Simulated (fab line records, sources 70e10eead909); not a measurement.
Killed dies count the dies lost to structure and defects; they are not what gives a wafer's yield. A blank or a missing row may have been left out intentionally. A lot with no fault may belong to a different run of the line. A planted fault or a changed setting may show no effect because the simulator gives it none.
Matching of chambers + flow nand-harc + NHARC_A_STAIRCASE_STRIP_476 on rie-diel-04: 4 sister chambers
The step strips in O2, time 20 s. 14 wafers are shown with their chamber, then 7 later ones without.

## WAFERS, EACH WITH ITS CHAMBER
| wafer  | chamber | showerhead-plenum-p-Torr (Torr) | drypump-motor-current-A (A) | rf-vpp-V (V) |
|--------|---------|---------------------------------|-----------------------------|--------------|
| L074.2 | 2       | 3.45                            | 5.8                         | 58.2         |
| L074.3 | 0       | 3.77                            | 4.6                         | 58.9         |
| L074.6 | 0       | 3.77                            | 4.6                         | 58.6         |
| L075.1 | 1       | 3.31                            | 4.9                         | 56.8         |
| L075.4 | 3       | 3.60                            | 6.2                         | 57.5         |
| L075.5 | 0       | 3.76                            | 4.7                         | 59.3         |
| L077.3 | 2       | 3.45                            | 5.8                         | 58.1         |
| L077.4 | 0       | 3.76                            | 4.6                         | 58.2         |
| L077.6 | 1       | 3.31                            | 4.9                         | 56.5         |
| L078.1 | 3       | 3.60                            | 6.2                         | 57.9         |
| L078.4 | 1       | 3.31                            | 4.9                         | 57.3         |
| L078.6 | 2       | 3.45                            | 5.8                         | 57.2         |
| L079.1 | 3       | 3.60                            | 6.2                         | 57.4         |
| L079.2 | 1       | 3.31                            | 4.9                         | 58.2         |

SIGNATURES (averages over the wafers above)
| reading                  | chamber 0 | chamber 1 | chamber 2 | chamber 3 | scatter within a chamber |
|--------------------------|-----------|-----------|-----------|-----------|--------------------------|
| showerhead-plenum-p-Torr | 3.7650    | 3.3100    | 3.4500    | 3.6000    | 0.00316                  |
| drypump-motor-current-A  | 4.625     | 4.900     | 5.800     | 6.200     | 0.0274                   |
| rf-vpp-V                 | 58.750    | 57.200    | 57.833    | 57.600    | 0.553                    |
Rule: for a wafer and a chamber, the distance is found by dividing, reading by reading, the gap between the wafer's reading and the chamber's mean by the reading's scatter, squaring, summing and taking the root. If the next closest chamber is less than 2 further off than the closest, the wafer can't be placed; otherwise it belongs to the closest. How the scatter is found: for the shown wafers, subtract from each reading the mean of its chamber, square and add these, divide the total by (wafers less chambers), then take the root.

## WAFERS WITH NO CHAMBER GIVEN
| wafer  | showerhead-plenum-p-Torr (Torr) | drypump-motor-current-A (A) | rf-vpp-V (V) |
|--------|---------------------------------|-----------------------------|--------------|
| L079.4 | 3.76                            | 4.6                         | 58.2         |
| L083.2 | 3.43                            | 5.8                         | 55.8         |
| L083.3 | 3.75                            | 4.6                         | 59.1         |
| L083.4 | 3.59                            | 6.2                         | 57.6         |
| L096.1 | 3.56                            | 6.2                         | 60.0         |
| L096.2 | 3.28                            | 4.9                         | 56.5         |
| L096.3 | 3.41                            | 5.8                         | 56.3         |

## CHAMBER TAKEN BY EACH
| wafer  | from the rows above | in truth |
|--------|---------------------|----------|
| L079.4 | 0                   | 0        |
| L083.2 | 2                   | 2        |
| L083.3 | 0                   | 0        |
| L083.4 | 3                   | 3        |
| L096.1 | 3                   | 3        |
| L096.2 | 1                   | 1        |
| L096.3 | 2                   | 2        |
Correct placement for 7 of the 7. Not placeable from these rows: 0. 0 placed wrongly.
